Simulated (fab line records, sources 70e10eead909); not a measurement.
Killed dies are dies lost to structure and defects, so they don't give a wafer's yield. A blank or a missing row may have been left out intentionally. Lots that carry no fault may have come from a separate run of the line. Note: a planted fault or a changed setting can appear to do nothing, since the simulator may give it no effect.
Shared-tool check || flow nand_harc || Lots sampled 2, wafers sampled 6

REASON FOR OPENING
Flagged at NHARC_END_SORT_01: reading killed_at_array, on 2 of 2 lots. Fault-free wafers read 55, with a standard deviation of 20.
Rule: a lot is flagged when every wafer of it that has a number lies more than 4 standard deviations from that mean, or none has a number. The rest of the lots are taken to be sound.

{"lot": "L858", "measured": "day 32 09:47", "on": "prober-01", "killed_at_array, wafer by wafer": "671 673 673", "flag": "FLAGGED"}
{"lot": "L856", "measured": "day 32 23:27", "on": "prober-02", "killed_at_array, wafer by wafer": "662 662 663", "flag": "FLAGGED"}
The mean of the flagged lots' numbers is 667, +612 from the usual (+31 standard deviations).

TOOL THAT RAN EACH LOT
The record holds 4 process steps before the reading, out of a route of 1302 steps. Each cell gives the tool, then ch followed by the chambers the sampled wafers passed through, then the start.
{"lot": "L858", "flag": "FLAGGED", "NHARC_A_STAIRCASE_ETCH_197": "rie_diel-08 ch 0,1,2, day 24 15:07 or earlier", "NHARC_A_STAIRCASE_ETCH_225": "rie_diel-08 ch 0,1,3, day 24 15:07 or earlier", "NHARC_A_STAIRCASE_ETCH_227": "rie_diel-08 ch 0,1,2, day 24 15:07 or earlier", "NHARC_A_STAIRCASE_ETCH_232": "rie_diel-08 ch 2,3, day 24 15:07"}
{"lot": "L856", "flag": "FLAGGED", "NHARC_A_STAIRCASE_ETCH_197": "rie_diel-04 ch 2,3, day 24 06:17 or earlier", "NHARC_A_STAIRCASE_ETCH_225": "rie_diel-04 ch 1,2, day 24 06:17 or earlier", "NHARC_A_STAIRCASE_ETCH_227": "rie_diel-04 ch 0,2,3, day 24 06:17 or earlier", "NHARC_A_STAIRCASE_ETCH_232": "rie_diel-08 ch 1,2, day 24 06:17"}
What these steps do:
- NHARC_A_STAIRCASE_ETCH_197: etches the open film in C4F8/O2, target depth 100 nm, time 40.5 s.
- NHARC_A_STAIRCASE_ETCH_225: etches the open film in C4F8/O2, target depth 100 nm, time 40.5 s.
- NHARC_A_STAIRCASE_ETCH_227: etches the open film in C4F8/O2, target depth 100 nm, time 40.5 s.
- NHARC_A_STAIRCASE_ETCH_232: etches the open film in C4F8/O2, target depth 100 nm, time 40.5 s.
- NHARC_END_SORT_01

FLAGGED OVER TOTAL, TOOL BY TOOL (the gauges that took the reading come last)
{"step": "NHARC_A_STAIRCASE_ETCH_197", "tool": "rie_diel-04", "lots run": 1, "flagged": 1, "share of the flagged lots": "some", "sound lots run after its first flagged lot": 0}
{"step": "NHARC_A_STAIRCASE_ETCH_197", "tool": "rie_diel-08", "lots run": 1, "flagged": 1, "share of the flagged lots": "some", "sound lots run after its first flagged lot": 0}
{"step": "NHARC_A_STAIRCASE_ETCH_225", "tool": "rie_diel-04", "lots run": 1, "flagged": 1, "share of the flagged lots": "some", "sound lots run after its first flagged lot": 0}
{"step": "NHARC_A_STAIRCASE_ETCH_225", "tool": "rie_diel-08", "lots run": 1, "flagged": 1, "share of the flagged lots": "some", "sound lots run after its first flagged lot": 0}
{"step": "NHARC_A_STAIRCASE_ETCH_227", "tool": "rie_diel-04", "lots run": 1, "flagged": 1, "share of the flagged lots": "some", "sound lots run after its first flagged lot": 0}
{"step": "NHARC_A_STAIRCASE_ETCH_227", "tool": "rie_diel-08", "lots run": 1, "flagged": 1, "share of the flagged lots": "some", "sound lots run after its first flagged lot": 0}
{"step": "NHARC_A_STAIRCASE_ETCH_232", "tool": "rie_diel-08", "lots run": 2, "flagged": 2, "share of the flagged lots": "all", "sound lots run after its first flagged lot": 0}
{"step": "NHARC_END_SORT_01", "tool": "prober-01", "lots run": 1, "flagged": 1, "share of the flagged lots": "some", "sound lots run after its first flagged lot": 0}
{"step": "NHARC_END_SORT_01", "tool": "prober-02", "lots run": 1, "flagged": 1, "share of the flagged lots": "some", "sound lots run after its first flagged lot": 0}
Because NHARC_A_STAIRCASE_ETCH_197 lacks a start for some lots, the hours and order of its lots are taken from NHARC_A_STAIRCASE_ETCH_232. Because NHARC_A_STAIRCASE_ETCH_225 lacks a start for some lots, the hours and order of its lots are taken from NHARC_A_STAIRCASE_ETCH_232. Because NHARC_A_STAIRCASE_ETCH_227 lacks a start for some lots, the hours and order of its lots are taken from NHARC_A_STAIRCASE_ETCH_232.

WHAT THE TABLE ALLOWS
All flagged lots share 1 row of the table, namely rie_diel-08 at NHARC_A_STAIRCASE_ETCH_232.
- rie_diel-08 at NHARC_A_STAIRCASE_ETCH_232: 2 of its 2 lots flagged. In this sample it ran no sound lot ahead of its first flagged lot, so there is no way to narrow down the start. Its own readings (oes_product_au, rf_fwd_power_W) fall more than 4 standard deviations out on all wafers of the flagged lots.
One tool is left: rie_diel-08 at NHARC_A_STAIRCASE_ETCH_232.

WHAT WAS PUT IN BY THE SIMULATOR
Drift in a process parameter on rie_diel-08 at NHARC_A_STAIRCASE_ETCH_232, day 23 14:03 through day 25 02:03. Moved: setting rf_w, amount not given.
Lots struck among those shown: L858, L856. The rule given above showed the same thing.
